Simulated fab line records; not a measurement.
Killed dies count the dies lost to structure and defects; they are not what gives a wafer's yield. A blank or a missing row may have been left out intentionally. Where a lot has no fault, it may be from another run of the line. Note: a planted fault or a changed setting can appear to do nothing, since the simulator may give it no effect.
fab line records | flow n5-finfet
record: lots: 15 | wafers: 45 | last-day: 16
route steps=1938 shown BEOL_M15@1827 MIM_TOP@1836 MIM_BOT_ETCH@1868 TV_LITHO@1880
lots that met no fault: from a run of the same line without faults
start-h: the number of hours between the record's first day and the start of the first shown wafer of the lot | wait-h: time in hours since the lot's previous step | " identical to the entry in the row above | L1.1+2: one row covering several wafers at once | - no value, or no start given | * or withheld: withheld | < > ~ a bound
route shown NAME@n: names a module that has steps shown in the file, with the first one's number in the route | usual: mean and standard deviation over wafers with no fault | same: alike in all rows | chamber/n: place in a boat | sites: each site's reading | _std_site: how widely they spread, as a standard deviation | _edge_site: inner sites' mean taken away from outer sites' mean | radius-mm: how far each site lies from the wafer's centre | mask NAME#n: copy n | behind: the last tool/chamber to shape the wafer | hold: cause of the lot's hold/its duration in hours/its outcome | device: whichever transistor did not switch (one of n, p or np) | end of line: the route-end tests of the same wafers | step lacking rows: just its recipe | killed: the dies lost at the first sort to structure and to defects; this is not the yield of the wafer | map: shows each die of a wafer: x if killed, . if not, _ if none is there
set.NAME: the setting the step ran with; set.NAME@STEP: the setting that earlier step ran with | model.NAME: the simulator's own value behind a step, which no gauge read
one table for each step of the route and one row for each wafer, over a sample of lots
services: from which hour (start-h, from the record's first day; less than 0 if before it) a tool's chamber was out of use, for how many hours, and why
== steps ==
step: N5_BEOL_M15_DEP_53
recipe: material: SiCN | target-thk-a: 500 | temp-c: withheld | precursor: 3MS/NH3 | pressure-torr: 3 | rf-w: 675 | time-s: 17.8
usual: showerhead-plenum-p-Torr: 4.159/0.02 | throttle-valve-pct: 18.5/0.85
lot.wafer | tool     | chamber | start-h | wait-h | showerhead-plenum-p-Torr | throttle-valve-pct
L138.1    | pecvd-04 | 1       | 258.79  | 0.0    | 4.128                    | 18.7
L138.4    | "        | 1       | "       | "      | 4.131                    | 18.7
L138.5    | "        | 2       | "       | "      | 4.180                    | 17.0
L139.1    | pecvd-04 | 1       | 261.51  | 0.0    | 4.145                    | 18.6
L139.2    | "        | 0       | "       | "      | 4.158                    | 18.7
L139.4    | "        | 0       | "       | "      | 4.166                    | 18.6
L141.3    | pecvd-01 | 2       | 263.64  | 0.0    | 4.169                    | 17.7
L141.5    | "        | 2       | "       | "      | 4.159                    | 17.3
L141.6    | "        | 1       | "       | "      | 4.150                    | 19.0
L140.2    | pecvd-01 | 2       | 268.29  | 0.0    | 4.158                    | 17.6
L140.5    | "        | 1       | "       | "      | 4.140                    | 19.0
L140.6    | "        | 0       | "       | "      | 4.149                    | 20.2
L146.2    | pecvd-01 | 1       | 309.21  | 0.0    | 4.139                    | 19.1
L146.5    | "        | 0       | "       | "      | 4.141                    | 20.4
L146.6    | "        | 1       | "       | "      | 4.153                    | 19.1
L145.1    | pecvd-03 | 0       | 313.43  | 0.0    | 4.166                    | 18.4
L145.4    | "        | 0       | "       | "      | 4.165                    | 18.6
L145.5    | "        | 1       | "       | "      | 4.191                    | 18.0
L150.1    | pecvd-03 | 1       | 316.88  | 0.0    | 4.196                    | 18.2
L150.3    | "        | 2       | "       | "      | 4.145                    | 18.1
L150.5    | "        | 2       | "       | "      | 4.130                    | 17.9
L147.2    | pecvd-04 | 0       | 317.05  | 0.0    | 4.170                    | 19.0
L147.3    | "        | 1       | "       | "      | 4.128                    | 18.7
L147.6    | "        | 1       | "       | "      | 4.136                    | 18.6
L148.1    | pecvd-01 | 1       | 317.95  | 0.0    | 4.142                    | 19.1
L148.5    | "        | 2       | "       | "      | 4.170                    | 17.5
L148.6    | "        | 1       | "       | "      | 4.148                    | 19.2
L149.1    | pecvd-04 | 1       | 329.90  | 0.0    | 4.128                    | 18.8
L149.2    | "        | 2       | "       | "      | 4.165                    | 17.4
L149.3    | "        | 0       | "       | "      | 4.168                    | 18.8
L152.1    | pecvd-03 | 0       | 354.10  | 0.0    | 4.163                    | 18.5
L152.2    | "        | 2       | "       | "      | 4.134                    | 18.2
L152.5    | "        | 0       | "       | "      | 4.162                    | 18.4
L155.2    | pecvd-01 | 1       | 359.37  | 0.0    | 4.141                    | 18.9
L155.3    | "        | 2       | "       | "      | 4.159                    | 17.6
L155.5    | "        | 1       | "       | "      | 4.153                    | 19.1
L156.1    | pecvd-03 | 0       | 371.11  | 0.0    | 4.161                    | 18.4
L156.3    | "        | 1       | "       | "      | 4.206                    | 18.1
L156.6    | "        | 0       | "       | "      | 4.164                    | 18.6
L158.3    | pecvd-01 | 0       | 377.10  | 0.0    | 4.152                    | 20.5
L158.4    | "        | 0       | "       | "      | 4.150                    | 20.5
L158.5    | "        | 2       | "       | "      | 4.167                    | 17.8
L157.2    | pecvd-03 | 1       | 378.46  | 0.0    | 4.197                    | 18.1
L157.3    | "        | 0       | "       | "      | 4.166                    | 18.4
L157.5    | "        | 0       | "       | "      | 4.148                    | 18.1
step: N5_MIM_TOP_ALD_02
recipe: material: Al2O3 | target-thk-a: * | temp-c: withheld | ald-precursor-family: TMA | ald-co-reactant: O3 | pulse-time-s: withheld | purge-time-s: 3 | co-reactant-purge-time-s: withheld | co-reactant-pulse-time-s: 3 | ald-cycles: withheld
usual: precursor-pulse-height-rel: 0.998/0.02
lot.wafer | tool      | chamber | start-h | wait-h | precursor-pulse-height-rel
L138.1    | ald-hk-01 | 0       | -       | -      | 0.999
L138.4    | "         | 2       | "       | "      | 1.010
L138.5    | "         | 2       | "       | "      | 1.005
L139.1    | ald-hk-01 | 0       | -       | -      | 0.993
L139.2    | "         | 2       | "       | "      | 1.000
L139.4    | "         | 1       | "       | "      | 0.981
L141.3    | ald-hk-02 | 1       | -       | -      | 0.987
L141.5    | "         | 0       | "       | "      | 1.005
L141.6    | "         | 1       | "       | "      | 0.983
L140.2    | ald-hk-01 | 1       | -       | -      | 0.985
L140.5    | "         | 2       | "       | "      | 1.001
L140.6    | "         | 3       | "       | "      | 0.982
L146.2    | ald-hk-03 | 3       | -       | -      | 0.994
L146.5    | "         | 2       | "       | "      | 0.984
L146.6    | "         | 3       | "       | "      | 1.006
L145.1    | ald-hk-01 | 3       | -       | -      | 1.020
L145.4    | "         | 1       | "       | "      | 1.003
L145.5    | "         | 2       | "       | "      | 0.997
L150.1    | ald-hk-01 | 2       | -       | -      | 0.992
L150.3    | "         | 0       | "       | "      | 0.972
L150.5    | "         | 3       | "       | "      | 1.007
L147.2    | ald-hk-02 | 2       | -       | -      | 1.004
L147.3    | "         | 0       | "       | "      | 0.999
L147.6    | "         | 3       | "       | "      | 1.043
L148.1    | ald-hk-01 | 0       | -       | -      | 0.984
L148.5    | "         | 2       | "       | "      | 0.956
L148.6    | "         | 1       | "       | "      | 1.008
L149.1    | ald-hk-01 | 2       | -       | -      | 0.997
L149.2    | "         | 1       | "       | "      | 0.982
L149.3    | "         | 0       | "       | "      | 0.985
L152.1    | ald-hk-03 | 0       | -       | -      | 0.987
L152.2    | "         | 3       | "       | "      | 1.007
L152.5    | "         | 0       | "       | "      | 1.042
L155.2    | ald-hk-03 | 0       | -       | -      | 0.991
L155.3    | "         | 2       | "       | "      | 1.037
L155.5    | "         | 1       | "       | "      | 0.976
L156.1    | ald-hk-03 | 2       | -       | -      | 1.036
L156.3    | "         | 0       | "       | "      | 1.024
L156.6    | "         | 2       | "       | "      | 0.991
L158.3    | ald-hk-03 | 3       | -       | -      | 0.993
L158.4    | "         | 1       | "       | "      | 0.971
L158.5    | "         | 1       | "       | "      | 1.016
L157.2    | ald-hk-01 | 0       | -       | -      | 0.990
L157.3    | "         | 1       | "       | "      | 0.975
L157.5    | "         | 1       | "       | "      | 1.015
step: N5_MIM_BOT_ETCH_ETCH_00
recipe: chemistry: Cl2/BCl3 | target: TiN | target-depth-a: 455 | ion-energy-ev: 150 | pressure-mtorr: 10 | icp-w: 1000 | bias-w: 126 | Cl2_flow_sccm: 53.25 | bcl3-flow-sccm: 21.75 | Ar_flow_sccm: 25
usual: drypump-motor-current-A: 5.6/0.4 | oes-product-au: 0.80/0.069 | throttle-valve-pct: 21.88/0.23
lot.wafer | tool         | chamber | start-h | wait-h | drypump-motor-current-A | oes-product-au | rf-hours-counter-h | throttle-valve-pct
L138.1    | rie-metal-01 | 1       | 263.59  | 0.1    | 6.1                     | 0.77           | 50                 | 22.12
L138.4    | "            | 1       | "       | "      | 6.1                     | 0.77           | -                  | 22.12
L138.5    | "            | 0       | "       | "      | 5.3                     | 0.87           | -                  | 21.77
L139.1    | rie-metal-01 | 0       | 266.25  | 0.1    | 5.3                     | 0.85           | 18                 | 21.79
L139.2    | "            | 1       | "       | "      | 6.1                     | 0.75           | 50                 | 22.15
L139.4    | "            | 0       | "       | "      | 5.3                     | 0.85           | -                  | 21.81
L141.3    | rie-metal-02 | 0       | 269.13  | 0.1    | 5.0                     | 0.64           | -                  | 21.99
L141.5    | "            | 1       | "       | "      | 6.0                     | 0.84           | -                  | 22.09
L141.6    | "            | 0       | "       | "      | 4.9                     | 0.63           | -                  | 22.00
L140.2    | rie-metal-03 | 0       | 273.09  | 0.1    | 5.3                     | 0.84           | 19                 | 21.44
L140.5    | "            | 1       | "       | "      | 5.9                     | 0.76           | -                  | 21.94
L140.6    | "            | 0       | "       | "      | 5.3                     | 0.84           | -                  | 21.44
L146.2    | rie-metal-02 | 0       | 314.24  | 0.1    | 5.0                     | 0.63           | 110                | 22.00
L146.5    | "            | 1       | "       | "      | 6.0                     | 0.83           | -                  | 22.07
L146.6    | "            | 0       | "       | "      | 5.0                     | 0.63           | -                  | 22.00
L145.1    | rie-metal-03 | 1       | 319.98  | 0.1    | 5.9                     | 0.76           | 51                 | 21.94
L145.4    | "            | 1       | "       | "      | 5.9                     | 0.76           | -                  | 21.92
L145.5    | "            | 0       | "       | "      | 5.3                     | 0.83           | -                  | 21.44
L150.1    | rie-metal-03 | 1       | 321.03  | 0.1    | 5.9                     | 0.74           | 51                 | 21.95
L150.3    | "            | 1       | "       | "      | 5.9                     | 0.75           | -                  | 21.93
L150.5    | "            | 1       | "       | "      | 5.9                     | 0.75           | -                  | 21.94
L147.2    | rie-metal-01 | 0       | 324.34  | 0.1    | 5.3                     | 0.84           | 23                 | 21.78
L147.3    | "            | 0       | "       | "      | 5.3                     | 0.84           | -                  | 21.79
L147.6    | "            | 1       | "       | "      | 6.1                     | 0.75           | -                  | 22.14
L148.1    | rie-metal-03 | 0       | 325.50  | 0.1    | 5.3                     | 0.83           | 22                 | 21.46
L148.5    | "            | 1       | "       | "      | 5.9                     | 0.76           | -                  | 21.94
L148.6    | "            | 0       | "       | "      | 5.4                     | 0.82           | -                  | 21.46
L149.1    | rie-metal-01 | 1       | 335.73  | 0.1    | 6.1                     | 0.75           | 57                 | 22.15
L149.2    | "            | 0       | "       | "      | 5.3                     | 0.84           | 25                 | 21.80
L149.3    | "            | 1       | "       | "      | 6.1                     | 0.74           | -                  | 22.15
L152.1    | rie-metal-02 | 1       | 360.23  | 0.1    | 6.0                     | 0.81           | 34                 | 22.09
L152.2    | "            | 0       | "       | "      | 5.0                     | 0.96           | 2                  | 21.80
L152.5    | "            | 1       | "       | "      | 6.0                     | 0.81           | -                  | 22.09
L155.2    | rie-metal-01 | 0       | 364.38  | 0.1    | 5.3                     | 0.83           | 28                 | 21.81
L155.3    | "            | 0       | "       | "      | 5.3                     | 0.82           | -                  | 21.80
L155.5    | "            | 0       | "       | "      | 5.3                     | 0.82           | -                  | 21.80
L156.1    | rie-metal-02 | 0       | 376.80  | 0.1    | 5.0                     | 0.94           | 3                  | 21.80
L156.3    | "            | 1       | "       | "      | 6.0                     | 0.81           | -                  | 22.10
L156.6    | "            | 1       | "       | "      | 6.0                     | 0.80           | -                  | 22.11
L158.3    | rie-metal-02 | 0       | 383.43  | 0.1    | 5.0                     | 0.93           | -                  | 21.81
L158.4    | "            | 1       | "       | "      | 6.0                     | 0.81           | -                  | 22.10
L158.5    | "            | 0       | "       | "      | 5.0                     | 0.93           | -                  | 21.79
L157.2    | rie-metal-01 | 0       | 383.60  | 0.1    | 5.3                     | 0.81           | 30                 | 21.82
L157.3    | "            | 1       | "       | "      | 6.1                     | 0.73           | -                  | 22.15
L157.5    | "            | 0       | "       | "      | 5.3                     | 0.81           | -                  | 21.80
step: N5_PASSIVATION_PEB_08
recipe: peb-temp-c: withheld | peb-time-s: *
usual: chill-plate-temp-C: * | exhaust-pa: 45.0/0.84
lot.wafer | tool           | chamber | start-h | wait-h | chill-plate-temp-C | exhaust-pa
L138.1    | litho-track-03 | 0       | 265.54  | 0.1    | *                  | 44.3
L138.4    | "              | 0       | "       | "      | *                  | 44.6
L138.5    | "              | 0       | "       | "      | *                  | 45.1
L139.1    | litho-track-03 | -       | 267.46  | 0.1    | -                  | -
L139.2    | "              | -       | "       | "      | -                  | -
L139.4    | "              | -       | "       | "      | -                  | -
L141.3    | litho-track-05 | -       | 271.55  | 0.0    | -                  | -
L141.5    | "              | -       | "       | "      | -                  | -
L141.6    | "              | -       | "       | "      | -                  | -
L140.2    | litho-track-02 | -       | 275.10  | 0.0    | -                  | -
L140.5    | "              | -       | "       | "      | -                  | -
L140.6    | "              | -       | "       | "      | -                  | -
L146.2    | litho-track-05 | 0       | 315.16  | 0.0    | *                  | 44.9
L146.5    | "              | 0       | "       | "      | *                  | 45.1
L146.6    | "              | 0       | "       | "      | *                  | 44.0
L145.1    | litho-track-03 | 0       | 322.14  | 0.1    | *                  | 45.3
L145.4    | "              | 0       | "       | "      | *                  | 46.4
L145.5    | "              | 0       | "       | "      | *                  | 46.0
L150.1    | litho-track-03 | 0       | 322.30  | 0.1    | *                  | 44.5
L150.3    | "              | 0       | "       | "      | *                  | 45.4
L150.5    | "              | 0       | "       | "      | *                  | 44.6
L148.1    | litho-track-03 | 0       | 328.58  | 0.1    | *                  | 45.1
L148.5    | "              | 0       | "       | "      | *                  | 45.0
L148.6    | "              | 0       | "       | "      | *                  | 44.4
L147.2    | litho-track-05 | 0       | 328.62  | 0.0    | *                  | 46.3
L147.3    | "              | 0       | "       | "      | *                  | 45.9
L147.6    | "              | 0       | "       | "      | *                  | 46.1
L149.1    | litho-track-05 | 0       | 336.91  | 0.1    | *                  | 45.6
L149.2    | "              | 0       | "       | "      | *                  | 45.8
L149.3    | "              | 0       | "       | "      | *                  | 46.1
L152.1    | litho-track-02 | 0       | 361.21  | 0.1    | *                  | 45.4
L152.2    | "              | 0       | "       | "      | *                  | 44.5
L152.5    | "              | 0       | "       | "      | *                  | 46.2
L155.2    | litho-track-02 | 0       | 365.97  | 0.0    | *                  | 46.2
L155.3    | "              | 0       | "       | "      | *                  | 44.5
L155.5    | "              | 0       | "       | "      | *                  | 46.0
L156.1    | litho-track-02 | 0       | 380.08  | 0.1    | *                  | 45.7
L156.3    | "              | 0       | "       | "      | *                  | 45.4
L156.6    | "              | 0       | "       | "      | *                  | 45.1
L158.3    | litho-track-05 | 0       | 384.65  | 0.0    | *                  | 45.6
L158.4    | "              | 0       | "       | "      | *                  | 45.1
L158.5    | "              | 0       | "       | "      | *                  | 44.7
L157.2    | litho-track-02 | 0       | 384.68  | 0.0    | *                  | 45.1
L157.3    | "              | 0       | "       | "      | *                  | 46.3
L157.5    | "              | 0       | "       | "      | *                  | 46.4
== services ==
tool           | chamber | start-h | hours | kind
pecvd-03       | 2       | 239.61  | 5.5   | scheduled-down
pecvd-01       | -       | 240.01  | 0.7   | repair
pecvd-04       | 2       | 241.44  | 2.1   | scheduled-down
rie-metal-02   | -       | 250.37  | 0.5   | repair
pecvd-03       | -       | 255.30  | 4.5   | repair
litho-track-03 | -       | 266.70  | -     | consumable-replace:filter
pecvd-01       | 1       | 275.40  | 12.4  | repair
ald-hk-02      | -       | 306.76  | 1.1   | repair
pecvd-01       | 0       | 310.41  | 16.1  | repair
rie-metal-02   | 0       | 318.97  | -     | clean
rie-metal-02   | 0       | 318.97  | 17.0  | scheduled-down
rie-metal-02   | 0       | 318.97  | 17.0  | vent-cycle
pecvd-04       | 0       | 319.25  | 2.1   | scheduled-down
ald-hk-03      | -       | 327.36  | 8.7   | pm
rie-metal-02   | -       | 340.53  | 4.3   | pm
ald-hk-02      | -       | 341.08  | 1.3   | repair
pecvd-01       | 1       | 347.21  | 5.5   | scheduled-down
pecvd-03       | -       | 354.52  | 5.5   | pm
rie-metal-03   | -       | 375.76  | 0.7   | repair
rie-metal-03   | -       | 382.05  | 28.1  | pm
== key ==
first-sign: step: N5_PASSIVATION_PEB_08 | reading: tool-record | direction: missing
effect none on later readings
met-at N5_PASSIVATION_PEB_08
struck-lots L139,L140,L141
later-rows-left-out L139.1,L139.2,L139.4,L140.2,L140.5,L140.6,L141.3,L141.5,L141.6
sort-left-out L139.1,L139.2,L139.4,L140.2,L140.5,L140.6,L141.3,L141.5,L141.6
not-acting-at N5_BEOL_M15_DEP_53,N5_MIM_TOP_ALD_02,N5_MIM_BOT_ETCH_ETCH_00
onset-between 265.54 267.46
earlier-fault: kind: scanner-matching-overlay | tool: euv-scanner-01 | chamber: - | onset-h: 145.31 | steps: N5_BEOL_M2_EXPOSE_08 | offset: 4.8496
fault: kind: skipped-step-whole | tool: litho-track-02,litho-track-03,litho-track-05 | chamber: - | onset-h: 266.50 | steps: N5_PASSIVATION_PEB_08 | scope: struck-lots-only
sort-left-out: the simulated sort isn't trusted on such a fault, so these wafers' sort isn't shown, and their yield isn't known
later-rows-left-out: the simulator's readings of these wafers behind a module that went badly wrong aren't trusted and aren't shown, but for the sort
